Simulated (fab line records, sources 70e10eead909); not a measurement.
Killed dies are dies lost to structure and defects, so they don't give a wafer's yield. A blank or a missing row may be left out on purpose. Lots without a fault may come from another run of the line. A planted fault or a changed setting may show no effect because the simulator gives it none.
Which tool did it? | flow nand_harc | 7 lots, 21 wafers sampled, at 2 steps of a route of 1302

WHAT THE GAUGES READ, wafer by wafer
NHARC_P_ZERO_WELL_CD_MEAS_24: target cd 720 nm.
lot  | measured     | on        | cd_nm (nm)
L302 | day 2 18:34  | cd_sem-03 | 719.4 718.7 718.2
L305 | day 4 00:35  | cd_sem-01 | 718.0 718.6 718.2
L308 | day 5 06:41  | cd_sem-01 | 721.0 722.4 719.3
L310 | day 6 02:31  | cd_sem-02 | 721.0 721.3 723.3
L312 | day 6 23:09  | cd_sem-02 | 718.7 721.1 720.8
L314 | day 7 18:39  | cd_sem-02 | 717.3 719.2 717.3
L323 | day 11 12:35 | cd_sem-02 | - - -

WHICH TOOL RAN EACH LOT (tool, then ch and the chambers of the sampled wafers, then the start)
lot  | NHARC_P_ZERO_WELL_EXPOSE_21
L302 | krf_scanner-03 ch 0, day 2 18:25
L305 | krf_scanner-02 ch 0, day 4 00:26
L308 | krf_scanner-03 ch 0, day 5 06:32
L310 | krf_scanner-03 ch 0, day 6 02:22
L312 | krf_scanner-02 ch 0, day 6 23:00
L314 | krf_scanner-03 ch 0, day 7 18:30
L323 | krf_scanner-03, day 11 12:26
- NHARC_P_ZERO_WELL_EXPOSE_21: exposes mask P NWELL, target cd 720 nm.

THE ANSWER, worked out from the rows above alone
Rule: what is usual is taken from the lots themselves. Put in order of their means at a reading, lots are off if they are a third of the lots or fewer, leave a main group of 4 or more, and stand apart from it by a gap of 3 or more times the standard deviation of the main group's means; of several such gaps the widest counts. A main group whose means are all the same, to the digits that the tables above print for the reading, isn't used. A lot without any number at a reading at which 4 lots or more have one is off too. The other lots that the step has rows for count as sound.
Off: L323, at NHARC_P_ZERO_WELL_CD_MEAS_24 (cd_nm). Without a number there: L323. The main group: mean 719.7 nm, standard deviation 1.4.
A tool fits if, at a process step before that reading, it ran every lot that is off, and no sound lot after the first of them. The gauges at NHARC_P_ZERO_WELL_CD_MEAS_24 are tried like those tools. Can't be told from this: 2 tools fit, krf_scanner-03 at NHARC_P_ZERO_WELL_EXPOSE_21, cd_sem-02 at NHARC_P_ZERO_WELL_CD_MEAS_24.

WHAT THE SIMULATOR HAD PUT IN
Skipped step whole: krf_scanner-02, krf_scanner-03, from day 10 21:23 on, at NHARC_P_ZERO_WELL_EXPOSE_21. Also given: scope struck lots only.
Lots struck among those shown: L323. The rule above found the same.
